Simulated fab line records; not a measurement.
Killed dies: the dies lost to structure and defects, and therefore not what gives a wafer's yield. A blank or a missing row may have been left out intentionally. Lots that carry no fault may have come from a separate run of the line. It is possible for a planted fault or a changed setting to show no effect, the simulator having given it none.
Matching of chambers || flow nandHarc || rieDiel-13 running NHARC_A_STAIRCASE_ETCH_253: 4 sister chambers
The step etches the open film in C4F8/O2, target depth 50 nm, time 20.2 s. 24 wafers are shown with their chamber, then 12 later ones without.

== WAFERS PAIRED WITH THEIR CHAMBERS ==
{"wafer": "L074.2", "chamber": 0, "rfVppV (V)": 899, "oesProductAu (a.u.)": 0.953}
{"wafer": "L074.4", "chamber": 3, "rfVppV (V)": 888, "oesProductAu (a.u.)": 0.957}
{"wafer": "L074.6", "chamber": 3, "rfVppV (V)": 887, "oesProductAu (a.u.)": 0.960}
{"wafer": "L078.1", "chamber": 1, "rfVppV (V)": 899, "oesProductAu (a.u.)": 0.942}
{"wafer": "L078.2", "chamber": 3, "rfVppV (V)": 888, "oesProductAu (a.u.)": 0.946}
{"wafer": "L078.3", "chamber": 0, "rfVppV (V)": 900, "oesProductAu (a.u.)": 0.928}
{"wafer": "L078.4", "chamber": 2, "rfVppV (V)": 888, "oesProductAu (a.u.)": 0.931}
{"wafer": "L078.5", "chamber": 3, "rfVppV (V)": 887, "oesProductAu (a.u.)": 0.937}
{"wafer": "L078.6", "chamber": 2, "rfVppV (V)": 887, "oesProductAu (a.u.)": 0.936}
{"wafer": "L079.3", "chamber": 2, "rfVppV (V)": 888, "oesProductAu (a.u.)": 0.951}
{"wafer": "L079.4", "chamber": 0, "rfVppV (V)": 900, "oesProductAu (a.u.)": 0.949}
{"wafer": "L079.5", "chamber": 2, "rfVppV (V)": 887, "oesProductAu (a.u.)": 0.946}
{"wafer": "L085.2", "chamber": 0, "rfVppV (V)": 900, "oesProductAu (a.u.)": 0.923}
{"wafer": "L085.3", "chamber": 2, "rfVppV (V)": 887, "oesProductAu (a.u.)": 0.929}
{"wafer": "L085.4", "chamber": 3, "rfVppV (V)": 907, "oesProductAu (a.u.)": 0.925}
{"wafer": "L084.1", "chamber": 1, "rfVppV (V)": 897, "oesProductAu (a.u.)": 0.970}
{"wafer": "L084.2", "chamber": 0, "rfVppV (V)": 899, "oesProductAu (a.u.)": 0.960}
{"wafer": "L084.6", "chamber": 0, "rfVppV (V)": 899, "oesProductAu (a.u.)": 0.959}
{"wafer": "L084.3", "chamber": 2, "rfVppV (V)": 887, "oesProductAu (a.u.)": 0.966}
{"wafer": "L084.4", "chamber": 3, "rfVppV (V)": 905, "oesProductAu (a.u.)": 0.978}
{"wafer": "L084.5", "chamber": 1, "rfVppV (V)": 897, "oesProductAu (a.u.)": 0.969}
{"wafer": "L092.2", "chamber": 3, "rfVppV (V)": 905, "oesProductAu (a.u.)": 0.944}
{"wafer": "L092.3", "chamber": 2, "rfVppV (V)": 889, "oesProductAu (a.u.)": 0.941}
{"wafer": "L092.6", "chamber": 1, "rfVppV (V)": 896, "oesProductAu (a.u.)": 0.955}

SIGNATURES (means of the wafers above)
{"reading": "rfVppV", "chamber 0": 899.50, "chamber 1": 897.25, "chamber 2": 887.57, "chamber 3": 895.29, "scatter within a chamber": 5.38}
{"reading": "oesProductAu", "chamber 0": 0.94533, "chamber 1": 0.95900, "chamber 2": 0.94286, "chamber 3": 0.94957, "scatter within a chamber": 0.0151}
Rule: for each reading, subtract the chamber's mean from the wafer's reading, divide by that reading's scatter and square the result; add these up over the readings and take the root, which gives the wafer's distance from the chamber. The wafer belongs to the nearest chamber; if the next one is less than 2 further off, it can't be placed. How the scatter is found: for the shown wafers, subtract from each reading the mean of its chamber, square and add these, divide the total by (wafers less chambers), then take the root.

== WAFERS WHOSE CHAMBER IS MISSING ==
{"wafer": "L091.1", "rfVppV (V)": 900, "oesProductAu (a.u.)": 0.944}
{"wafer": "L091.4", "rfVppV (V)": 887, "oesProductAu (a.u.)": 0.960}
{"wafer": "L091.5", "rfVppV (V)": 905, "oesProductAu (a.u.)": 0.940}
{"wafer": "L091.2", "rfVppV (V)": 905, "oesProductAu (a.u.)": 0.952}
{"wafer": "L091.3", "rfVppV (V)": 897, "oesProductAu (a.u.)": 0.967}
{"wafer": "L091.6", "rfVppV (V)": 887, "oesProductAu (a.u.)": 0.963}
{"wafer": "L094.3", "rfVppV (V)": 906, "oesProductAu (a.u.)": 0.948}
{"wafer": "L094.4", "rfVppV (V)": 888, "oesProductAu (a.u.)": 0.944}
{"wafer": "L094.5", "rfVppV (V)": 896, "oesProductAu (a.u.)": 0.952}
{"wafer": "L096.3", "rfVppV (V)": 905, "oesProductAu (a.u.)": 0.987}
{"wafer": "L096.5", "rfVppV (V)": 897, "oesProductAu (a.u.)": 0.962}
{"wafer": "L096.6", "rfVppV (V)": 887, "oesProductAu (a.u.)": 0.978}

== CHAMBER TAKEN BY EACH ==
{"wafer": "L091.1", "from the rows above": "can't be placed: 0 or 3 or 1", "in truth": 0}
{"wafer": "L091.4", "from the rows above": "can't be placed: 2 or 3 or 1 or 0", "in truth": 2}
{"wafer": "L091.5", "from the rows above": "can't be placed: 0 or 1 or 3", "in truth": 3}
{"wafer": "L091.2", "from the rows above": "can't be placed: 0 or 1 or 3", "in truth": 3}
{"wafer": "L091.3", "from the rows above": "can't be placed: 1 or 3 or 0 or 2", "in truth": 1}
{"wafer": "L091.6", "from the rows above": "can't be placed: 2 or 3 or 1 or 0", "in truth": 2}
{"wafer": "L094.3", "from the rows above": "can't be placed: 0 or 1 or 3", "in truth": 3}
{"wafer": "L094.4", "from the rows above": "can't be placed: 2 or 3 or 1", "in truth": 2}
{"wafer": "L094.5", "from the rows above": "can't be placed: 3 or 1 or 0 or 2", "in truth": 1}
{"wafer": "L096.3", "from the rows above": "can't be placed: 1 or 0 or 3", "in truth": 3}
{"wafer": "L096.5", "from the rows above": "can't be placed: 1 or 3 or 0 or 2", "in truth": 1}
{"wafer": "L096.6", "from the rows above": "can't be placed: 1 or 2 or 3 or 0", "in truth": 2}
Placed correctly: 0 of 12. Unplaceable from these rows: 12, with the true chamber sitting among the candidates in 12. Number placed wrongly: 0.
